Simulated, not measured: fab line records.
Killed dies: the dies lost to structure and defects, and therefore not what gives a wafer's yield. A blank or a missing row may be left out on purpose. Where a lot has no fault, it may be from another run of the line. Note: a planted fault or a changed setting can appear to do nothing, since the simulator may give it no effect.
Matching of chambers | flow n5_finfet | 4 sister chambers for N5_PMOS_HMC_CHANNEL_EPI_FIN_RECESS_16 on rie_si-02
The step chemistry HBr/Cl2, target Si, target depth 54 nm, time 18 s. 8 wafers are shown with their chamber, then 12 later ones without.

== EACH WAFER AND ITS CHAMBER ==
wafer  | chamber | throttle_valve_pct (%) | drypump_motor_current_A (A)
L083.6 | 2       | 35.31                  | 6.3
L084.1 | 2       | 35.34                  | 6.3
L089.2 | 1       | 35.22                  | 5.6
L090.3 | 0       | 35.38                  | 5.6
L090.5 | 3       | 35.74                  | 5.3
L091.1 | 0       | 35.37                  | 5.7
L091.2 | 3       | 35.72                  | 5.4
L091.6 | 1       | 35.22                  | 5.6

== WAFERS MISSING THEIR CHAMBER ==
wafer  | throttle_valve_pct (%) | drypump_motor_current_A (A)
L092.1 | 35.33                  | 6.3
L092.2 | 35.75                  | 5.4
L092.6 | 35.23                  | 5.5
L093.1 | 35.74                  | 5.4
L093.4 | 35.39                  | 5.7
L093.6 | 35.34                  | 6.3
L096.2 | 35.72                  | 5.4
L096.4 | 35.39                  | 5.7
L096.5 | 35.32                  | 6.3
L097.2 | 35.31                  | 6.3
L097.3 | 35.37                  | 5.6
L097.6 | 35.22                  | 5.6

== EACH ONE'S CHAMBER ==
wafer  | from the rows above | in truth
L092.1 | 2                   | 2
L092.2 | 3                   | 3
L092.6 | 1                   | 1
L093.1 | 3                   | 3
L093.4 | 0                   | 0
L093.6 | 2                   | 2
L096.2 | 3                   | 3
L096.4 | 0                   | 0
L096.5 | 2                   | 2
L097.2 | 2                   | 2
L097.3 | 0                   | 0
L097.6 | 1                   | 1
Correctly placed: 12 of 12. Not placeable from these rows: 0. Number placed wrongly: 0.
How it was worked out, from the rows above alone: a wafer's distance from a chamber is the root of the sum, over the readings, of the square of ((its reading less the chamber's mean) divided by the reading's scatter). If the next closest chamber is less than 2 further off than the closest, the wafer can't be placed; otherwise it belongs to the closest. The mean given for a chamber averages the wafers shown for that chamber. How the scatter is found: for the shown wafers, subtract from each reading the mean of its chamber, square and add these, divide the total by (wafers less chambers), then take the root.
